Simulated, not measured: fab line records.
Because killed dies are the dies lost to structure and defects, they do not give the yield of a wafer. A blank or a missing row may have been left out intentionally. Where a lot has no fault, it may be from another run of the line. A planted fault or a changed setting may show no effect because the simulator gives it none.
fab line records    flow nandHarc
[record] lots = 5  wafers = 15  lastDay = 24
route steps=1159 shown P_GATE@172
lots that met no fault: taken from a fault-free run of the same line
startH: hours from the record's opening day to when the first of the lot's shown wafers began    waitH: time in hours since the lot's previous step    " as in the row above    L1.1+2: a single row standing in for several wafers    - value missing, or start not given    * or withheld: withheld    < > ~ a bound
route shown NAME@n: names a module that has steps shown in the file, with the first one's number in the route    usual: mean/standard deviation taken from wafers without a fault    same: alike in all rows    chamber/n: place in a boat    sites: readings site by site    _std_site: standard deviation across them    _edge_site: the outer-site mean with the inner-site mean subtracted    radiusMm: for every site, how far away it sits from the centre of the wafer    mask NAME#n: copy n    behind: the last tool/chamber to shape the wafer    hold: what put the lot on hold/how long, in hours/how the hold closed    device: names the non-switching transistor (n, p or np)    end of line: the route-end tests of the same wafers    a step with no rows: only its recipe    killed: dies lost to structure and defects at the first sort, not the wafer's yield    map: a wafer's dies, marking killed ones x, the rest . and places with no die _
set.NAME: the setting as run; set.NAME@STEP: as run at that earlier step    model.NAME: the simulator's own value behind a step, which no gauge read
lots at some steps of the route; a table a step, a row a wafer
services: the hour from which a tool's chamber was out of use, counted from the record's first day as startH (under 0 if before that day), plus the number of hours and why
[[steps]]
[step NHARC_P_GATE_DESCUM_48]
[recipe] timeS = 3  o2FlowSccm = 200  arFlowSccm = 0  biasPowerW = 0  chemistry = O2
[usual] drypumpMotorCurrentA = 5.8/0.4  oesProductAu = 1.001/0.014  rfVppV = 57.9/0.87  showerheadPlenumPTorr = 1.95/0.065  throttleValvePct = 11.311/0.0087
lot.wafer  tool        chamber  startH  waitH  drypumpMotorCurrentA  oesProductAu  rfHoursCounterH  rfVppV  showerheadPlenumPTorr  throttleValvePct
L074.2     rieDiel-07  0        97.53   -      6.3                   0.988         13               59.0    1.91                   11.321
L074.4     "           2        "       "      5.9                   1.008         13               56.7    1.94                   11.320
L074.6     "           3        "       "      5.8                   1.023         -                58.4    1.97                   11.305
L084.4     rieDiel-05  1        178.21  -      5.2                   0.999         2                57.9    1.97                   11.334
L084.1     "           2        "       "      6.4                   1.007         2                57.0    1.83                   11.323
L084.6     "           0        "       "      5.4                   0.980         -                57.6    1.96                   11.310
L093.1     rieDiel-05  3        208.14  -      5.4                   1.011         6                58.5    1.91                   11.317
L093.2     "           1        "       "      5.2                   1.005         8                57.6    1.97                   11.305
L093.6     "           0        "       "      5.4                   0.973         -                56.8    1.96                   11.319
L092.3     rieDiel-05  2        210.19  -      6.4                   1.021         7                55.4    1.82                   11.310
L092.1     "           3        "       "      5.4                   1.013         6                58.1    1.91                   11.318
L092.6     "           0        "       "      5.4                   0.979         -                56.8    1.96                   11.302
L096.2     rieDiel-13  0        235.30  -      5.6                   0.984         50               59.9    2.06                   11.318
L096.5     "           2        "       "      6.0                   1.000         -                57.9    2.02                   11.315
L096.6     "           3        "       "      5.6                   1.003         -                56.9    2.02                   11.304
[step NHARC_P_GATE_IMPLANT_49]
[recipe] energyKev = 30  doseCm2 = 3e+15  tiltDeg = 7
[usual] doseIonsCm2 = 3e+15/3.3e+12  endStationPressureTorr = 1.12e-05/7.8e-07
lot.wafer  tool          chamber  startH  waitH  doseIonsCm2  endStationPressureTorr
L074.2     implanter-01  0        97.69   0.2    2.999e+15    1.13e-05
L074.4     "             0        "       "      3e+15        1.1e-05
L074.6     "             0        "       "      2.995e+15    1.03e-05
L084.1     implanter-02  0        178.34  0.1    2.999e+15    1.17e-05
L084.4     "             0        "       "      2.998e+15    1.24e-05
L084.6     "             0        "       "      3.002e+15    1.13e-05
L093.1     implanter-01  0        208.29  0.1    2.994e+15    1.01e-05
L093.2     "             0        "       "      3.001e+15    1.09e-05
L093.6     "             0        "       "      2.995e+15    1.01e-05
L092.1     implanter-01  0        210.33  0.1    2.999e+15    9.9e-06
L092.3     "             0        "       "      3.003e+15    1.06e-05
L092.6     "             0        "       "      3.003e+15    1.11e-05
L096.2     implanter-02  0        235.45  0.1    2.997e+15    1.08e-05
L096.5     "             0        "       "      3.001e+15    1.19e-05
L096.6     "             0        "       "      2.994e+15    1.24e-05
[step NHARC_P_GATE_STRIP_111]
[recipe] powerW = 1500  tempC = 110  timeS = 250  chemistry = N2/H2
[usual] drypumpMotorCurrentA = 5.65/0.25  heaterPowerW = 85/7.2
lot.wafer  tool            chamber  startH  waitH  drypumpMotorCurrentA  heaterPowerW  rfHoursCounterH
L074.2     plasmaAsher-02  0        97.94   0.2    5.79                  98            20
L074.4     "               0        "       "      5.79                  100           -
L074.6     "               1        "       "      5.28                  78            -
L084.1     plasmaAsher-02  1        178.61  0.2    5.25                  80            50
L084.4     "               0        "       "      5.77                  98            -
L084.6     "               1        "       "      5.24                  79            -
L093.1     plasmaAsher-01  1        208.51  0.2    5.93                  84            36
L093.2     "               0        "       "      5.69                  74            36
L093.6     "               1        "       "      5.92                  87            -
L092.1     plasmaAsher-02  1        210.60  0.2    5.24                  88            5
L092.3     "               1        "       "      5.28                  86            -
L092.6     "               1        "       "      5.33                  87            -
L096.2     plasmaAsher-01  1        235.69  0.2    5.91                  85            43
L096.5     "               0        "       "      5.66                  78            -
L096.6     "               1        "       "      5.92                  88            -
[step NHARC_P_GATE_STRIP_75]
[recipe] powerW = 1500  tempC = 250  chemistry = O2
[usual] drypumpMotorCurrentA = 5.64/0.25  heaterPowerW = 319/26
lot.wafer  tool            chamber  startH  waitH  drypumpMotorCurrentA  heaterPowerW  rfHoursCounterH
L074.2     plasmaAsher-02  0        98.20   0.2    5.78                  367           21
L074.4     "               0        "       "      5.80                  361           -
L074.6     "               1        "       "      5.28                  297           -
L084.1     plasmaAsher-02  1        178.87  0.2    5.24                  297           50
L084.4     "               0        "       "      5.76                  375           -
L084.6     "               1        "       "      5.28                  299           -
L093.1     plasmaAsher-01  1        208.81  0.2    5.91                  328           36
L093.2     "               0        "       "      5.66                  282           36
L093.6     "               1        "       "      5.91                  322           -
L092.1     plasmaAsher-02  1        210.86  0.2    5.31                  320           5
L092.3     "               1        "       "      5.26                  321           -
L092.6     "               1        "       "      5.30                  334           -
L096.2     plasmaAsher-01  1        235.95  0.2    5.93                  312           44
L096.5     "               0        "       "      5.68                  288           -
L096.6     "               1        "       "      5.95                  328           -
[step NHARC_P_GATE_STRIP_50]
[recipe] timeS = 900  tempC = 130  chemistry = SPM
lot.wafer   tool         chamber  startH  waitH
L074.4+6+2  wetBench-02  3,4,7    98.35   0.1
L084.6+1+4  wetBench-03  0,3,5    179.01  0.1
L093.6+2+1  wetBench-03  0,1,2    208.98  0.1
L092.1+6+3  wetBench-06  3,5,6    211.02  0.1
L096.5+6+2  wetBench-06  5,6,0    236.11  0.1
[step NHARC_P_GATE_DEHYDRATE_51]
[recipe] tempC = 150  timeS = 120
lot.wafer   tool           chamber  startH  waitH
L074.2+4+6  lithoTrack-03  0        98.69   -
L084.1+4+6  lithoTrack-03  0        179.36  -
L093.1+2+6  lithoTrack-03  0        209.30  -
L092.1+3+6  lithoTrack-07  0        211.36  -
L096.2+5+6  lithoTrack-07  0        236.44  -
[step NHARC_P_GATE_HMDS_52]
[recipe] timeS = 30
lot.wafer   tool           chamber  startH  waitH
L074.2+4+6  lithoTrack-03  0        -       -
L084.1+4+6  lithoTrack-03  0        -       -
L093.1+2+6  lithoTrack-03  0        -       -
L092.1+3+6  lithoTrack-07  0        -       -
L096.2+5+6  lithoTrack-07  0        -       -
[step NHARC_P_GATE_COAT_53]
[recipe] spinRpm = 3000
lot.wafer   tool           chamber  startH  waitH
L074.2+4+6  lithoTrack-03  0        -       -
L084.1+4+6  lithoTrack-03  0        -       -
L093.1+2+6  lithoTrack-03  0        -       -
L092.1+3+6  lithoTrack-07  0        -       -
L096.2+5+6  lithoTrack-07  0        -       -
[step NHARC_P_GATE_SOFTBAKE_54]
[recipe] tempC = 122  timeS = 95
lot.wafer   tool           chamber  startH  waitH
L074.2+4+6  lithoTrack-03  0        -       -
L084.1+4+6  lithoTrack-03  0        -       -
L093.1+2+6  lithoTrack-03  0        -       -
L092.1+3+6  lithoTrack-07  0        -       -
L096.2+5+6  lithoTrack-07  0        -       -
[step NHARC_P_GATE_EBR_55]
lot.wafer   tool           chamber  startH  waitH
L074.2+4+6  lithoTrack-03  0        -       -
L084.1+4+6  lithoTrack-03  0        -       -
L093.1+2+6  lithoTrack-03  0        -       -
L092.1+3+6  lithoTrack-07  0        -       -
L096.2+5+6  lithoTrack-07  0        -       -
[step NHARC_P_GATE_EXPOSE_56]
[recipe] na = 0.6  targetCdNm = 720  doseMj = 14.81  maskId = P_PSD
[same] na = 0.6
lot.wafer   tool           chamber  startH  waitH  mask
L074.2+4+6  krfScanner-01  0        98.97   -      P_PSD#0
L084.1+4+6  krfScanner-03  0        179.63  -      P_PSD#0
L093.1+2+6  krfScanner-02  0        209.57  -      P_PSD#0
L092.1+3+6  krfScanner-03  0        211.63  -      P_PSD#0
L096.2+5+6  krfScanner-01  0        236.71  -      P_PSD#0
[step NHARC_P_GATE_PEB_57]
[recipe] pebTempC = 118  pebTimeS = 85
lot.wafer   tool           chamber  startH  waitH
L074.2+4+6  lithoTrack-03  0        99.03   0.1
L084.1+4+6  lithoTrack-07  0        179.70  0.1
L093.1+2+6  lithoTrack-07  0        209.64  0.1
L092.1+3+6  lithoTrack-05  0        211.70  0.1
L096.2+5+6  lithoTrack-07  0        236.78  0.1
[step NHARC_P_GATE_DEVELOP_58]
[recipe] timeS = 70
lot.wafer   tool           chamber  startH  waitH
L074.2+4+6  lithoTrack-03  0        -       -
L084.1+4+6  lithoTrack-07  0        -       -
L093.1+2+6  lithoTrack-07  0        -       -
L092.1+3+6  lithoTrack-05  0        -       -
L096.2+5+6  lithoTrack-07  0        -       -
[step NHARC_P_GATE_CD_MEAS_59]
[recipe] targetCdNm = 720  landingEnergyEv = 500
[usual] cdNm = 719.7/2.4
lot.wafer  tool      chamber  startH  waitH  cdNm
L074.2     cdSem-02  0        99.12   -      718.7
L074.4     "         0        "       "      717.2
L074.6     "         0        "       "      720.4
L084.1     cdSem-03  0        179.79  -      717.8
L084.4     "         0        "       "      717.1
L084.6     "         0        "       "      716.9
L093.1     cdSem-02  0        209.73  -      717.9
L093.2     "         0        "       "      714.4
L093.6     "         0        "       "      715.6
L092.1     cdSem-01  0        211.79  -      725.9
L092.3     "         0        "       "      722.9
L092.6     "         0        "       "      721.4
L096.2     cdSem-03  0        236.88  -      715.2
L096.5     "         0        "       "      716.6
L096.6     "         0        "       "      716.2
[step NHARC_P_GATE_HARDBAKE_60]
[recipe] tempC = 125  timeS = 80
lot.wafer   tool           chamber  startH  waitH
L074.2+4+6  lithoTrack-07  0        99.20   -
L084.1+4+6  lithoTrack-07  0        179.87  -
L093.1+2+6  lithoTrack-03  0        209.81  -
L092.1+3+6  lithoTrack-03  0        211.87  -
L096.2+5+6  lithoTrack-03  0        236.97  -
[step NHARC_P_GATE_DESCUM_61]
[recipe] timeS = 3  o2FlowSccm = 200  arFlowSccm = 0  biasPowerW = 0  chemistry = O2
[usual] drypumpMotorCurrentA = 5.7/0.46  oesProductAu = 1.003/0.012  rfVppV = 57.9/0.93  showerheadPlenumPTorr = 1.94/0.066  throttleValvePct = 11.310/0.0093
lot.wafer  tool        chamber  startH  waitH  drypumpMotorCurrentA  oesProductAu  rfHoursCounterH  rfVppV  showerheadPlenumPTorr  throttleValvePct
L074.4     rieDiel-07  0        99.31   -      6.4                   0.990         14               56.6    1.91                   11.315
L074.2     "           2        "       "      5.9                   1.010         14               60.3    1.94                   11.310
L074.6     "           0        "       "      6.3                   0.998         -                58.5    1.91                   11.308
L084.1     rieDiel-05  1        180.11  -      5.2                   1.003         3                58.5    1.97                   11.317
L084.4     "           2        "       "      6.4                   1.012         2                57.2    1.83                   11.318
L084.6     "           2        "       "      6.4                   1.019         -                58.7    1.83                   11.318
L093.1     rieDiel-05  1        209.89  -      5.2                   1.008         8                58.5    1.97                   11.305
L093.2     "           3        "       "      5.4                   1.013         6                58.0    1.91                   11.312
L093.6     "           1        "       "      5.2                   1.009         -                57.3    1.97                   11.304
L092.3     rieDiel-07  1        211.96  -      6.1                   0.985         58               58.5    1.93                   11.319
L092.1     "           2        "       "      5.9                   1.019         50               57.4    1.93                   11.302
L092.6     "           0        "       "      6.3                   0.993         -                57.2    1.89                   11.292
L096.2     rieDiel-13  1        237.07  -      5.6                   0.992         49               58.0    2.02                   11.305
L096.5     "           3        "       "      5.6                   1.000         -                57.6    2.02                   11.316
L096.6     "           0        "       "      5.6                   0.986         -                58.5    2.06                   11.284
[step NHARC_P_GATE_IMPLANT_62]
[recipe] energyKev = 20  doseCm2 = 3e+15  tiltDeg = 7
[usual] doseIonsCm2 = 3.001e+15/3e+12  endStationPressureTorr = 1.1e-05/7.2e-07
lot.wafer  tool          chamber  startH  waitH  doseIonsCm2  endStationPressureTorr
L074.2     implanter-01  0        99.47   0.1    3.002e+15    1.03e-05
L074.4     "             0        "       "      2.996e+15    1.06e-05
L074.6     "             0        "       "      3.001e+15    1.02e-05
L084.1     implanter-01  0        180.26  0.1    2.999e+15    1.05e-05
L084.4     "             0        "       "      3.006e+15    1.12e-05
L084.6     "             0        "       "      3.004e+15    9.4e-06
L093.1     implanter-01  0        210.04  0.1    3.002e+15    1.13e-05
L093.2     "             0        "       "      3.004e+15    1.11e-05
L093.6     "             0        "       "      2.999e+15    1.05e-05
L092.1     implanter-01  0        212.09  0.1    2.998e+15    1e-05
L092.3     "             0        "       "      3.006e+15    1.09e-05
L092.6     "             0        "       "      2.995e+15    1.15e-05
L096.2     implanter-01  0        237.22  0.1    3.004e+15    1.03e-05
L096.5     "             0        "       "      3.007e+15    1.05e-05
L096.6     "             0        "       "      3.003e+15    1.09e-05
[step NHARC_P_GATE_STRIP_112]
[recipe] powerW = 1500  tempC = 110  timeS = 200  chemistry = N2/H2
[usual] drypumpMotorCurrentA = 5.67/0.23  heaterPowerW = 85/7.5
lot.wafer  tool            chamber  startH  waitH  drypumpMotorCurrentA  heaterPowerW  rfHoursCounterH
L074.2     plasmaAsher-02  0        99.83   0.3    5.78                  101           22
L074.4     "               0        "       "      5.76                  96            -
L074.6     "               0        "       "      5.77                  98            -
L084.1     plasmaAsher-02  0        180.53  0.2    5.77                  97            51
L084.4     "               1        "       "      5.33                  83            -
L084.6     "               0        "       "      5.78                  96            -
L093.1     plasmaAsher-01  0        210.26  0.2    5.70                  76            36
L093.2     "               1        "       "      5.91                  86            36
L093.6     "               0        "       "      5.71                  77            -
L092.1     plasmaAsher-01  0        212.32  0.2    5.71                  77            38
L092.3     "               0        "       "      5.70                  78            -
L092.6     "               1        "       "      5.90                  87            -
L096.2     plasmaAsher-02  1        237.41  0.2    5.29                  87            12
L096.5     "               1        "       "      5.29                  89            -
L096.6     "               0        "       "      5.74                  90            -
[step NHARC_P_GATE_STRIP_76]
[recipe] powerW = 1500  tempC = 250  chemistry = O2
[usual] drypumpMotorCurrentA = 5.67/0.23  heaterPowerW = 318/27
lot.wafer  tool            chamber  startH  waitH  drypumpMotorCurrentA  heaterPowerW  rfHoursCounterH
L074.2     plasmaAsher-02  0        100.09  0.2    5.78                  362           22
L074.4     "               0        "       "      5.78                  361           -
L074.6     "               0        "       "      5.78                  351           -
L084.1     plasmaAsher-02  0        180.75  0.2    5.77                  358           51
L084.4     "               1        "       "      5.27                  301           -
L084.6     "               0        "       "      5.75                  367           -
L093.1     plasmaAsher-01  0        210.52  0.2    5.71                  290           37
L093.2     "               1        "       "      5.92                  333           37
L093.6     "               0        "       "      5.67                  287           -
L092.1     plasmaAsher-01  0        212.58  0.2    5.66                  289           38
L092.3     "               0        "       "      5.67                  292           -
L092.6     "               1        "       "      5.92                  332           -
L096.2     plasmaAsher-02  1        237.67  0.2    5.26                  328           12
L096.5     "               1        "       "      5.28                  333           -
L096.6     "               0        "       "      5.80                  335           -
[step NHARC_P_GATE_STRIP_63]
[recipe] timeS = 900  tempC = 130  chemistry = SPM
lot.wafer   tool         chamber  startH  waitH
L074.2+4+6  wetBench-02  6,7,0    100.24  0.1
L084.4+1+6  wetBench-06  0,3,4    180.89  0.1
L093.1+2+6  wetBench-02  6,1,2    210.67  0.1
L092.3+6+1  wetBench-06  1,3,4    212.74  0.1
L096.5+6+2  wetBench-06  7,2,4    237.82  0.1
[step NHARC_P_GATE_DEHYDRATE_83]
[recipe] tempC = 150  timeS = 120
lot.wafer   tool           chamber  startH  waitH
L074.2+4+6  lithoTrack-07  0        100.59  -
L084.1+4+6  lithoTrack-05  0        181.23  -
L093.1+2+6  lithoTrack-05  0        211.02  -
L092.1+3+6  lithoTrack-07  0        213.08  -
L096.2+5+6  lithoTrack-07  0        238.17  -
[step NHARC_P_GATE_HMDS_84]
[recipe] timeS = 30
lot.wafer   tool           chamber  startH  waitH
L074.2+4+6  lithoTrack-07  0        -       -
L084.1+4+6  lithoTrack-05  0        -       -
L093.1+2+6  lithoTrack-05  0        -       -
L092.1+3+6  lithoTrack-07  0        -       -
L096.2+5+6  lithoTrack-07  0        -       -
[step NHARC_P_GATE_COAT_85]
[recipe] spinRpm = 3000
lot.wafer   tool           chamber  startH  waitH
L074.2+4+6  lithoTrack-07  0        -       -
L084.1+4+6  lithoTrack-05  0        -       -
L093.1+2+6  lithoTrack-05  0        -       -
L092.1+3+6  lithoTrack-07  0        -       -
L096.2+5+6  lithoTrack-07  0        -       -
[step NHARC_P_GATE_SOFTBAKE_86]
[recipe] tempC = 122  timeS = 95
lot.wafer   tool           chamber  startH  waitH
L074.2+4+6  lithoTrack-07  0        -       -
L084.1+4+6  lithoTrack-05  0        -       -
L093.1+2+6  lithoTrack-05  0        -       -
L092.1+3+6  lithoTrack-07  0        -       -
L096.2+5+6  lithoTrack-07  0        -       -
[step NHARC_P_GATE_EBR_87]
lot.wafer   tool           chamber  startH  waitH
L074.2+4+6  lithoTrack-07  0        -       -
L084.1+4+6  lithoTrack-05  0        -       -
L093.1+2+6  lithoTrack-05  0        -       -
L092.1+3+6  lithoTrack-07  0        -       -
L096.2+5+6  lithoTrack-07  0        -       -
[step NHARC_P_GATE_EXPOSE_88]
[recipe] na = 0.6  targetCdNm = 2000  doseMj = 11.87  maskId = P_HVN
[same] na = 0.6
lot.wafer   tool           chamber  startH  waitH  mask
L074.2+4+6  krfScanner-01  0        100.86  -      P_HVN#0
L084.1+4+6  krfScanner-02  0        181.50  -      P_HVN#0
L093.1+2+6  krfScanner-01  0        211.29  -      P_HVN#0
L092.1+3+6  krfScanner-03  0        213.35  -      P_HVN#0
L096.2+5+6  krfScanner-03  0        238.45  -      P_HVN#0
[step NHARC_P_GATE_PEB_89]
[recipe] pebTempC = 118  pebTimeS = 85
lot.wafer   tool           chamber  startH  waitH
L074.2+4+6  lithoTrack-07  0        100.93  0.1
L084.1+4+6  lithoTrack-03  0        181.57  0.1
L093.1+2+6  lithoTrack-05  0        211.36  0.1
L092.1+3+6  lithoTrack-05  0        213.42  0.1
L096.2+5+6  lithoTrack-07  0        238.52  0.1
[step NHARC_P_GATE_DEVELOP_90]
[recipe] timeS = 70
lot.wafer   tool           chamber  startH  waitH
L074.2+4+6  lithoTrack-07  0        -       -
L084.1+4+6  lithoTrack-03  0        -       -
L093.1+2+6  lithoTrack-05  0        -       -
L092.1+3+6  lithoTrack-05  0        -       -
L096.2+5+6  lithoTrack-07  0        -       -
[[services]]
tool            chamber  startH  hours  kind
krfScanner-01   -        79.67   1.3    repair
krfScanner-01   -        84.00   4.0    pm
plasmaAsher-01  -        99.00   9.0    pm
implanter-01    -        101.52  2.5    repair
rieDiel-05      -        114.85  0.5    repair
rieDiel-05      3        126.77  6.1    repair
wetBench-06     -        129.60  8.0    pm
plasmaAsher-02  -        137.88  0.8    repair
plasmaAsher-01  -        149.32  1.7    repair
rieDiel-05      -        163.79  9.0    pm
krfScanner-03   -        168.00  4.0    pm
wetBench-02     -        180.00  8.0    pm
plasmaAsher-02  -        183.20  9.0    pm
rieDiel-07      2        186.47  15.0   repair
lithoTrack-07   -        189.00  7.0    pm
rieDiel-05      -        195.55  0.5    repair
krfScanner-03   -        201.15  5.5    repair
lithoTrack-03   -        213.00  7.0    pm
implanter-01    -        221.87  1.8    repair
krfScanner-01   -        222.42  0.1    repair
rieDiel-07      -        228.27  9.0    pm
krfScanner-01   -        230.36  1.1    repair
rieDiel-05      1        233.10  2.4    repair
lithoTrack-05   -        237.00  7.0    pm
[[key]]
fault none
